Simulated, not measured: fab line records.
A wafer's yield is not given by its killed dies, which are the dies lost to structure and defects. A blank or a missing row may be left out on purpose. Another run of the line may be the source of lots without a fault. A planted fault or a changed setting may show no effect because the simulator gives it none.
3 desks, one fault | flow nand-harc | each desk has only its own numbers; what lay behind them comes last

## TOOL OWNER'S DESK, litho-track-06
The tool's own readings at NHARC_P_GATE_PEB_24 (peb time 65 s): means of the sampled wafers that have a number, for each lot that ran on this tool. Any lot whose mean is over 4 standard deviations away from the usual mean is out of limits and marked OUT; that distance is given in the brackets.
Columns: A = heater-power-total-W at NHARC_P_GATE_PEB_24, usual 156.6 W
lot  | first seen here | A
L453 | day 4 21:04     | 156.2
L455 | day 5 07:43     | 156.5
L454 | day 5 08:12     | 156.5
L457 | day 5 20:14     | 156.6
L458 | day 6 12:08     | 156.5
L460 | day 6 12:17     | 156.5
L461 | day 7 04:11     | 157.0
L464 | day 7 23:01     | 174.2 (+41) OUT
L465 | day 8 02:07     | 165.6 (+21) OUT
L468 | day 8 18:53     | 165.6 (+21) OUT
This desk's verdict: out of limits on L464, L465, L468, starting with L464 at day 7 23:01 (heater-power-total-W at NHARC_P_GATE_PEB_24). Within limits: L453, L455, L454, L457, L458, L460, L461.

## THE DEFECT DESK
Inspection counts along the route, by lot: the mean over sampled wafers that carry a number. Any lot whose mean is over 4 standard deviations away from the usual mean is out of limits and marked OUT; that distance is given in the brackets.
Columns: A = raw-defect-count at NHARC_P_STI_INSPECT_25, usual 243
lot  | first seen here | A
L453 | day 3 23:01     | 314
L454 | day 4 08:39     | 125
L455 | day 4 08:39     | 319
L457 | day 4 18:15     | 193
L458 | day 5 12:41     | 155
L460 | day 5 12:43     | 147
L461 | day 6 02:41     | 206
L464 | day 6 23:41     | 204
L465 | day 7 04:14     | 352
L468 | day 7 20:19     | 195
L469 | day 7 20:19     | 324
L471 | day 8 12:46     | 322
L472 | day 8 18:16     | 214
L475 | day 9 05:07     | 124
This desk's verdict: no lot among the 14 shows anything out of limits.

## METROLOGY DESK
Means of the sampled wafers that have a number, per lot and without regard to the tool the lot ran on: this is what the gauges read. Any lot whose mean is over 4 standard deviations away from the usual mean is out of limits and marked OUT; that distance is given in the brackets.
Columns: A = overlay-x-nm at NHARC_P_STI_OVL_MEAS_10, usual 1 nm; B = overlay-y-nm at NHARC_P_STI_OVL_MEAS_10, usual 0 nm; C = cd-nm at NHARC_P_GATE_CD_MEAS_26, usual 120.2 nm
lot  | first seen here | A   | B  | C
L453 | day 2 17:10     | -5  | -2 | 120.5
L454 | day 3 03:31     | 7   | 2  | 120.5
L455 | day 3 03:40     | -6  | 0  | 119.3
L457 | day 3 18:05     | 3   | 2  | 120.6
L458 | day 4 01:55     | 3   | 11 | 120.2
L460 | day 4 11:15     | -4  | -7 | 120.3
L461 | day 4 19:06     | 4   | -3 | 120.3
L464 | day 5 11:10     | 5   | 8  | 127.8 (+17) OUT
L465 | day 5 18:48     | 8   | 7  | 124.1 (+8.7) OUT
L468 | day 6 14:16     | -10 | -4 | 123.2 (+6.8) OUT
L469 | day 6 14:25     | -1  | -2 | 120.2
L471 | day 7 01:53     | -7  | 1  | 120.4
L472 | day 7 12:47     | -5  | -7 | 120.5
L475 | day 8 04:43     | 3   | -9 | 120.2
This desk's verdict: out of limits on L464, L465, L468, starting with L464 at day 7 23:06 (cd-nm at NHARC_P_GATE_CD_MEAS_26). Within limits: L453, L454, L455, L457, L458, L460, L461, L469, L471, L472, L475.

## PUT TOGETHER
At day 7 23:01, on L464, L465, L468, the tool owner's desk was in a position to raise an alarm.
Metrology desk: alarm possible at day 7 23:06 on L464, L465, L468.
The defect desk saw nothing out of limits.
The defect desk has L464, L465, L468 on record, within its limits.
NHARC_P_GATE_PEB_24 was run on litho-track-06 by each of the lots named.

## WHAT THE SIMULATOR HAD INSERTED
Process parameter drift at NHARC_P_GATE_PEB_24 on litho-track-06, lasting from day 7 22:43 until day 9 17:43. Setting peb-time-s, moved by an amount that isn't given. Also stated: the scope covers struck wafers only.
Struck lots among those shown: L464, L465, L468.
Counting hours from when the fault started, the first reading out of limits came at 0 for the tool owner's desk and at 0 for the metrology desk.
